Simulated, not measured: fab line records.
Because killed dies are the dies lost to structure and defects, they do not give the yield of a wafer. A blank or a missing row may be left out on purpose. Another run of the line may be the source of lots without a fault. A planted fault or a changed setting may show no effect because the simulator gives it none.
A lot that was struck, set against a sound lot -- flow n5Finfet -- 38 steps out of a route of 1938
Sound: these wafers, L306.3, L306.5, L306.6. Struck: wafer L305.4 (left out: L305.3, L305.5 of the same lot, which were not struck); the cause appears at the end.
For every step that has rows: the tool of each side, followed by ch and its chambers, followed by its first start. Under that, the readings that differ: sound wafers -- struck wafers -- difference of the means -- sigmas: that difference in standard deviations of wafers without a fault.
alike: readings with means less than 2 such deviations apart, plus words and numbers identical on both sides. not compared: withheld readings, readings lacking a value on some wafer, bounds such as >300 that could conceal the same value, and numbers that have no deviation in the record and whose values overlap.
A row with sigmas, a row that says differs or no value, or rows on one side alone: a step with any of these is where the two part. Numbers that have no deviation but don't overlap get no sigmas and don't part them. A reading missing from all wafers of one side parts the sides only when that side holds two or more wafers.

first, 9 steps without rows for these wafers: N5_BEOL_M10_PEB_26 (peb time 60 s); N5_BEOL_M10_DEVELOP_27 (develop time 30 s); N5_BEOL_M10_DESCUM_33 (chemistry O2, time 7.9 s); N5_BEOL_M10_ETCH_65 (etches SiARC in CF4, target depth 39 nm, time 65 s); N5_BEOL_M10_ETCH_66 (etches SOC in N2/H2, target depth 120 nm, overetch 24 nm, time 180 s); N5_BEOL_M10_STRIP_69 (strips in N2/H2); N5_BEOL_M10_VIA_ETCH_34 (etches SiCOH lowk in C4F6/O2, target depth 184.5 nm, time 69.2 s); N5_BEOL_M10_STRIP_73 (strips in C4F6/O2); N5_BEOL_M10_STRIP_36 (strips in N2/H2).
N5_BEOL_M10_TRENCH_ETCH_37: etches SiCOH lowk in C4F6/O2, target depth 148.83 nm, time 48 s.
  sound on rieDiel-04 ch 0,3, day 16 00:53; struck on rieDiel-03 ch 0, day 15 19:40
reading,sound,struck,difference,sigmas
model.etch.depthNm (nm),149.2 147.2 149.1,104.4,-44.1,
model.BEOL_M10.featureDepthNm (nm),149.2 147.2 149.2,104.4,-44.1,
model.TiN_of_BEOL_M10_HM_DEP_02.thkNm (nm),16 16 16.2,17.2,+1.1,
  alike: drypumpMotorCurrentA, oesProductAu, rfVppV, showerheadPlenumPTorr, throttleValvePct
  not compared: rfHoursCounterH
then, 2 steps without rows for these wafers: N5_BEOL_M10_ETCH_41 (etches SiCN in CH3F/O2, target depth 42.6 nm, time 86 s); N5_BEOL_M10_STRIP_77 (strips in N2/H2, time 10 s).
N5_BEOL_M10_OCD_MEAS_38:
  struck on ocd-02, day 15 19:51; sound on ocd-01, day 16 01:05
reading,sound,struck,difference,sigmas
trenchDepthNm (nm),149.3 146.7 148.8,104.8,-43.5,-19
then, 13 steps without rows for these wafers: N5_BEOL_M10_HM_STRIP_39 (strips TiN in peroxide tin strip, target depth 25 nm, time 158 s); N5_BEOL_M10_SRD_40 (time 30 s); N5_BEOL_M10_PRECLEAN_42 (cleans in residue remover, time 60 s); N5_BEOL_M10_SRD_43 (time 30 s); N5_BEOL_M10_CURE_72 (cures SiCOH lowk, time 120 s); N5_BEOL_M10_DEGAS_44 (time 60 s); N5_BEOL_M10_PRE_CLEAN_45 (time 30 s); N5_BEOL_M10_ALD_74 (deposits TaN, target thk 2 nm, pulse time 2 s, purge time 3 s); N5_BEOL_M10_SURFACE_TREAT_76; N5_BEOL_M10_CVD_75 (deposits Co from CCTBA/H2, target thk 2 nm, time 138.9 s); N5_BEOL_M10_SPUTTER_48 (material Cu, target thk 12 nm, time 2 s); N5_BEOL_M10_ECD_50 (material Cu, target thk 318 nm); N5_BEOL_M10_ANNEAL_51 (time 90 s).
N5_BEOL_M10_CMP_52: polishes, stops on SiCOH lowk, t overpolish 7 s, target thk 140 nm.
  sound on cmp-04 ch 1,2, day 16 04:40; struck on cmp-04 ch 2, day 15 22:10
reading,sound,struck,difference,sigmas
model.Cu_of_BEOL_M10_ECD_50.thkNm (nm),139.4 137.2 139.6,95.4,-43.3,
  alike: motorCurrentA
N5_BEOL_M10_THK_MEAS_53: measures by xrf.
  struck on filmMetro-02, day 15 22:24; sound on filmMetro-02, day 16 04:55
reading,sound,struck,difference,sigmas
M10_THK (nm),143.7 141.9 144.3,97.4,-45.9,-17
then, 2 steps without rows for these wafers: N5_BEOL_M10_PRE_CLEAN_55 (time 15 s); N5_BEOL_M10_DEP_56 (deposits SiCN from 3MS/NH3, target thk 15 nm, time 26.5 s).
N5_BEOL_M10_RS_MEAS_57: the measuring method here is four-point-probe.
  struck on filmMetro-01, day 15 22:32; sound on filmMetro-02, day 16 05:03
reading,sound,struck,difference,sigmas
M10_RS (ohm/sq),0.1513 0.1538 0.1510,0.2321,+0.0801,+27
then, 5 steps without rows for these wafers: N5_BEOL_M11_ILD_DEP_00 (deposits SiCOH lowk from DEMS/porogen, target thk 308.51 nm, time 58 s); N5_BEOL_M11_CURE_71 (cures SiCOH lowk, time 240 s); N5_BEOL_M11_PECVD_70 (deposits SiO2 from TEOS/O2, target thk 20 nm, time 22.7 s); N5_BEOL_M11_HM_DEP_02 (deposits TiN, target thk 20 nm); N5_BEOL_M11_COAT_59 (time 60 s, resist thk 100 nm).
N5_BEOL_M15_RC_MEAS_101:
  sound on prober-01 ch 0, day 17 13:35; struck on prober-02 ch 0, day 17 13:19
reading,sound,struck,difference,sigmas
COMB_M8 (S/m),4.1e-11 2.7e-11 2.3e-11,2e-11,-1e-11,-2
SERP_M10 (ohm/um),3.10 3.16 3.11,4.70,+1.58,+20
SERP_M10_max_site (ohm/um),3.17 3.23 3.17,4.80,+1.61,+22
SERP_M13 (ohm/um),0.311 0.308 0.304,0.322,+0.014,+3
  alike: COMB_M11, COMB_M12, COMB_M13, COMB_M14, COMB_M14_max_site, COMB_M15, COMB_M5, COMB_M6, COMB_M7, COMB_M9, SERP_M11, SERP_M12, SERP_M14, SERP_M5, SERP_M6, SERP_M7, SERP_M8, SERP_M9
N5_PASSIVATION_PROBE_49:
  struck on prober-02, day 18 02:56; sound on prober-01, day 18 03:58
reading,sound,struck,difference,sigmas
defectLimitedYield (%),92.4 92.9 92.8,87.5,-5.2,-3
killed_at_M0_to_M3,23 26 22,51,+27,+2
killedAtFrontEnd,27 30 28,59,+31,+3
killedDies,90 84 85,148,+62,+3
killedOpen,63 61 56,91,+31,+2
killedShort,27 22 26,47,+22,+3
sort_bin_5_function (%),4.3 4.2 4.4,7.0,+2.7,+3
sort_bin_6_memory (%),3.1 2.7 2.6,4.7,+1.9,+3
sort_bin_8_speed (%),0 0 0,0.34,+0.34,
sortNPass,1090 1096 1095,1032,-62,-3
  alike: killed_at_M4_up, killedAtContacts, killedAtOther

== WHERE THEY PART ==
At N5_BEOL_M10_OCD_MEAS_38 first; at N5_PASSIVATION_PROBE_49 last (within this record only).

WHY: whatever the simulator had introduced
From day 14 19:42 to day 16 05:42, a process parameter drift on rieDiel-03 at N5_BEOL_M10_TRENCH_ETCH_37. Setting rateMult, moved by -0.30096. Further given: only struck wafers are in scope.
